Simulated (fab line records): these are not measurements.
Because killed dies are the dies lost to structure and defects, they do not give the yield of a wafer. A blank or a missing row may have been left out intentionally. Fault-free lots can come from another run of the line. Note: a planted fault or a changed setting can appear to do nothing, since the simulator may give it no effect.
Matching of chambers / flow n5-finfet / N5_BEOL_M6_ETCH_62 on rie-diel-06: 4 sister chambers
The step etches SOC in N2/H2, target depth 110 nm, overetch 22 nm, time 165 s. 8 wafers are shown with their chamber, then 9 later ones without.

## EACH WAFER AND ITS CHAMBER
wafer=L075.6; chamber=1; drypump-motor-current-A (A)=5.5; showerhead-plenum-p-Torr (Torr)=2.58
wafer=L078.1; chamber=3; drypump-motor-current-A (A)=5.7; showerhead-plenum-p-Torr (Torr)=2.47
wafer=L080.2; chamber=1; drypump-motor-current-A (A)=5.6; showerhead-plenum-p-Torr (Torr)=2.58
wafer=L080.3; chamber=0; drypump-motor-current-A (A)=4.8; showerhead-plenum-p-Torr (Torr)=2.49
wafer=L080.5; chamber=2; drypump-motor-current-A (A)=6.4; showerhead-plenum-p-Torr (Torr)=2.69
wafer=L088.1; chamber=3; drypump-motor-current-A (A)=5.7; showerhead-plenum-p-Torr (Torr)=2.46
wafer=L088.3; chamber=0; drypump-motor-current-A (A)=4.8; showerhead-plenum-p-Torr (Torr)=2.49
wafer=L088.4; chamber=2; drypump-motor-current-A (A)=6.4; showerhead-plenum-p-Torr (Torr)=2.68

## WAFERS WITHOUT THEIR CHAMBER
wafer=L093.1; drypump-motor-current-A (A)=6.4; showerhead-plenum-p-Torr (Torr)=2.68
wafer=L093.2; drypump-motor-current-A (A)=5.7; showerhead-plenum-p-Torr (Torr)=2.45
wafer=L093.6; drypump-motor-current-A (A)=5.5; showerhead-plenum-p-Torr (Torr)=2.56
wafer=L095.1; drypump-motor-current-A (A)=5.6; showerhead-plenum-p-Torr (Torr)=2.56
wafer=L095.3; drypump-motor-current-A (A)=5.7; showerhead-plenum-p-Torr (Torr)=2.45
wafer=L095.5; drypump-motor-current-A (A)=5.7; showerhead-plenum-p-Torr (Torr)=2.45
wafer=L097.1; drypump-motor-current-A (A)=4.8; showerhead-plenum-p-Torr (Torr)=2.48
wafer=L097.2; drypump-motor-current-A (A)=6.4; showerhead-plenum-p-Torr (Torr)=2.67
wafer=L097.4; drypump-motor-current-A (A)=5.6; showerhead-plenum-p-Torr (Torr)=2.56

## WHICH CHAMBER EACH ONE RAN IN
wafer=L093.1; from the rows above=2; in truth=2
wafer=L093.2; from the rows above=3; in truth=3
wafer=L093.6; from the rows above=1; in truth=1
wafer=L095.1; from the rows above=1; in truth=1
wafer=L095.3; from the rows above=3; in truth=3
wafer=L095.5; from the rows above=3; in truth=3
wafer=L097.1; from the rows above=0; in truth=0
wafer=L097.2; from the rows above=2; in truth=2
wafer=L097.4; from the rows above=1; in truth=1
Correct placement for 9 of the 9. From these rows, 0 cannot be placed. Number placed wrongly: 0.
How it was worked out, from the rows above alone: a wafer's distance from a chamber is the root of the sum, over the readings, of the square of ((its reading less the chamber's mean) divided by the reading's scatter). If the next closest chamber is less than 2 further off than the closest, the wafer can't be placed; otherwise it belongs to the closest. The mean given for a chamber averages the wafers shown for that chamber. The scatter is the square root of a quotient: the sum, over the shown wafers, of each reading's squared deviation from its chamber's mean, divided by wafers minus chambers.
